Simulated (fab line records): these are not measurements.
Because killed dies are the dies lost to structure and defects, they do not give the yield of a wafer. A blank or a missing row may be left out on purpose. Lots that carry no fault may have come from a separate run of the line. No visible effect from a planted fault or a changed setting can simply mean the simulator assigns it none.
Split-lot study ; flow n5_finfet ; 7 lots, 21 wafers read, on a route of 1938 steps

## THE SPLIT ITSELF
At N5_BEOL_M10_ETCH_66 (etches SOC in N2/H2, target depth 120 nm, overetch 24 nm, time 180 s), the setting time_s was moved away from the recipe's 180 s on 6 of the 21 wafers read, by -12.2% to +19.2%. All remaining wafers had this setting at the recipe value.

The split's own step is where the reading is taken.

## THE READING
SiARC_of_BEOL_M10_COAT_64.thk_nm (the simulator's own value, which no gauge read), in nm, at N5_BEOL_M10_ETCH_66 (etches SOC in N2/H2, target depth 120 nm, overetch 24 nm, time 180 s). The file does not state a usual value for it. The 15 wafers here that ran the recipe average 22.5 nm, standard deviation 0.12 nm.

wafer;tool, chamber at the split;time_s as run, s;against the recipe;SiARC_of_BEOL_M10_COAT_64.thk_nm, nm;against lot-mates on the recipe
L083.1;rie_diel-04, 1;214.5;+19.2%;21.4;-1.0
L083.3;rie_diel-04, 2;214.5;+19.2%;21;-1.4
L083.4;rie_diel-04, 3;180;recipe;22.4;-
L085.2;rie_diel-05, 3,1;180;recipe;22.4;-
L085.6;rie_diel-05, 3,1;180;recipe;22.4;-
L085.3;rie_diel-05, 2;168.6;-6.3%;23;+0.6
L089.4;rie_diel-05, 1;201.1;+11.7%;21.8;-0.6
L089.5;rie_diel-05, 3,2;180;recipe;22.4;-
L089.6;rie_diel-05, 3,2;180;recipe;22.4;-
L092.1;rie_diel-04, 3,0;180;recipe;22.6;-
L092.2;rie_diel-04, 3,0;180;recipe;22.6;-
L092.5;rie_diel-04, 2;180;recipe;22.4;-
L090.1;rie_diel-04, 2,0,2;180;recipe;22.4;-
L090.2;rie_diel-04, 2,0,2;180;recipe;22.4;-
L090.5;rie_diel-04, 2,0,2;180;recipe;22.4;-
L094.1;rie_diel-01, 2;180;recipe;22.4;-
L094.4;rie_diel-01, 0;180;recipe;22.6;-
L094.5;rie_diel-01, 3;180;recipe;22.8;-
L095.2;rie_diel-04, 3;180;recipe;22.6;-
L095.4;rie_diel-04, 2;158;-12.2%;23.2;+0.6
L095.6;rie_diel-04, 3;158;-12.2%;23.4;+0.8
Rows listing several chambers each stand for several wafers; the file does not say which wafer went through which chamber.

FIT RESULTS
A straight line over all 21 wafers: SiARC_of_BEOL_M10_COAT_64.thk_nm changes by -0.0665 nm for each +1% of time_s; r = -0.97; the points scatter about the line by 0.13 nm.
The same after taking each lot's own level away (the mean of its wafers on the recipe; 21 wafers): -0.0612 nm for each +1%; r = -0.97; scatter 0.12 nm.
According to that fit, moving time_s by its largest amount changes the reading by 1.2 nm.
From 22.40 to 22.60 nm: that is the span of the lots' own levels, equal to 1.6 times the standard deviation above.
So the lot-to-lot level changes the slope little: the two slopes agree.
Check: with one of the wafers moved furthest among these (+19.2%) left out of the fit, the line predicts -1.24 nm for it against its lot-mates. It came out at -1 nm against them.

## OTHER SPLITS ON THESE WAFERS
Other splits were also applied to these wafers ahead of the reading. Each is held against what the fit with the lots' levels taken away leaves over:
other split on the same wafers;wafers away from the commonest value;r with SiARC_of_BEOL_M10_COAT_64.thk_nm (lot level and that fit taken away)
N5_BEOL_M8_PEB_09 peb_time_s;8;+0.39
N5_BEOL_M9_ILD_DEP_00 time_s;5;-0.12
N5_BEOL_M9_COAT_05 spin_rpm;5;-0.01
N5_BEOL_M9_DESCUM_16 time_s;7;-0.10

## FILE'S OWN FIT
SiARC_of_BEOL_M10_COAT_64.thk_nm changes by -0.0611 nm for each +1% of time_s, r = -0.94.
